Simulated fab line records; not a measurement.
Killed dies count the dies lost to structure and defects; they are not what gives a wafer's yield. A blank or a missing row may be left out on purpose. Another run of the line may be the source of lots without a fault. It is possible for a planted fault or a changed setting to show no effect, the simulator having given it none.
Comparing a struck lot with a sound one    flow nand_harc    22 out of 1302 route steps
Sound: these wafers, L579.1, L579.5, L579.6. Struck: wafer L582.5 (left out: L582.1, L582.3 of the same lot, which were not struck); the cause appears at the end.
Each step with rows lists, per side, the tool, then ch with its chambers, then its first start. Under that, the readings that differ: sound wafers    struck wafers    difference of the means    sigmas: that difference in standard deviations of wafers without a fault.
alike: a reading whose means differ by less than 2 such deviations, as well as words and numbers matching on both sides. not compared: withheld readings; readings where some wafer has no value; bounds like >300 that might hide an equal value; numbers whose values overlap and for which the record gives no deviation.
The two part at a step that has a row with sigmas, a row that says differs or no value, or rows on one side only. Numbers that don't overlap but have no deviation are shown without sigmas and don't part them. A reading that every wafer of one side lacks parts them only if that side has two wafers or more.

NHARC_A_CONTACT_CMP_20: polishes, t overpolish 30 s, target thk 300 nm.
  sound on cmp-04 ch 0,1,3, day 25 01:02; struck on cmp-03 ch 0, day 25 21:22
  alike: motor_current_A, overpolish_run_s, time_to_endpoint_s
next, for these wafers, 1 step has no rows: NHARC_A_CONTACT_SRD_22.
NHARC_A_CONTACT_INSPECT_23:
  sound: defect_inspect-02 at day 25 01:23; struck: defect_inspect-01 at day 25 21:46
  alike: raw_defect_count
then, 8 steps without rows for these wafers: NHARC_A_BLC_DEHYDRATE_00 (time 120 s); NHARC_A_BLC_HMDS_01 (time 30 s); NHARC_A_BLC_COAT_02 (time 75 s); NHARC_A_BLC_COAT_03 (time 65 s); NHARC_A_BLC_COAT_04 (resist thk 90 nm); NHARC_A_BLC_SOFTBAKE_05 (time 55 s); NHARC_A_BLC_EBR_06; NHARC_A_BLC_EXPOSE_07 (exposes mask A BLC, target cd 100 nm).
NHARC_A_BLC_PEB_08: peb time 65 s.
  sound on litho_track-04 ch 0, day 25 01:41; struck on litho_track-04 ch 0, day 25 22:11
  alike: chill_plate_temp_C
then, 1 step without rows for these wafers: NHARC_A_BLC_DEVELOP_09 (develop time 35 s).
NHARC_A_BLC_CD_MEAS_10 targets a cd of 100 nm.
  sound on cd_sem-01 ch 0, day 25 01:46; struck on cd_sem-01 ch 0, day 25 22:16
reading     sound            struck  difference  sigmas
cd_nm (nm)  99.6 99.7 100.6  108.4   +8.4        +19
NHARC_A_BLC_OVL_MEAS_11:
  sound: overlay-02 at day 25 01:52; struck: overlay-02 at day 25 22:22
  alike: overlay_x_nm, overlay_y_nm
NHARC_A_BLC_INSPECT_12:
  sound: defect_inspect-01 at day 25 01:54; struck: defect_inspect-02 at day 25 22:24
  alike: raw_defect_count
NHARC_A_BLC_DESCUM_15: chemistry O2, time 3 s.
  sound on rie_diel-09 ch 0,2,3, day 25 01:59; struck on rie_diel-09 ch 0, day 25 22:28
reading                 sound              struck  difference  sigmas
model.A_BLC.cd_nm (nm)  100.2 99.78 101.1  108.4   +8.0        
  alike: drypump_motor_current_A, oes_product_au, rf_vpp_V, showerhead_plenum_p_Torr, throttle_valve_pct
  not compared: rf_hours_counter_h
NHARC_A_BLC_ETCH_16: etches the open film in CF4, target depth 39 nm, time 65 s.
  sound on rie_diel-09 ch 2,3, day 25 02:03; struck on rie_diel-09 ch 2, day 25 22:33
  alike: drypump_motor_current_A, oes_product_au, rf_vpp_V, showerhead_plenum_p_Torr, throttle_valve_pct
  not compared: rf_hours_counter_h
NHARC_A_BLC_ETCH_17: etches the open film in N2/H2, target depth 390 nm, time 609.38 s.
  sound on rie_diel-09 ch 0,1,3; struck on rie_diel-09 ch 3
  alike: drypump_motor_current_A, oes_product_au, rf_vpp_V, showerhead_plenum_p_Torr, throttle_valve_pct
  not compared: rf_hours_counter_h
NHARC_A_BLC_ETCH_18: etches the open film in C4F8/O2/Ar, target depth 910 nm.
  sound on rie_diel-09 ch 0,1; struck on rie_diel-09 ch 0
reading                 sound              struck  difference  sigmas
model.A_BLC.cd_nm (nm)  100.9 101.2 98.88  108.5   +8.2        
  alike: oes_product_au, rf_vpp_V
  not compared: rf_hours_counter_h
NHARC_A_BLC_CD_MEAS_19:
  sound: cd_sem-01 at day 25 02:55; struck: cd_sem-03 at day 25 23:25
reading     sound             struck  difference  sigmas
cd_nm (nm)  100.7 101.4 98.7  108.5   +8.2        +5
next, for these wafers, 1 step has no rows: NHARC_END_SORT_01.

## WHERE THEY PART
First at NHARC_A_BLC_CD_MEAS_10; last, within this record, at NHARC_A_BLC_CD_MEAS_19.

WHY: what the simulator had put in
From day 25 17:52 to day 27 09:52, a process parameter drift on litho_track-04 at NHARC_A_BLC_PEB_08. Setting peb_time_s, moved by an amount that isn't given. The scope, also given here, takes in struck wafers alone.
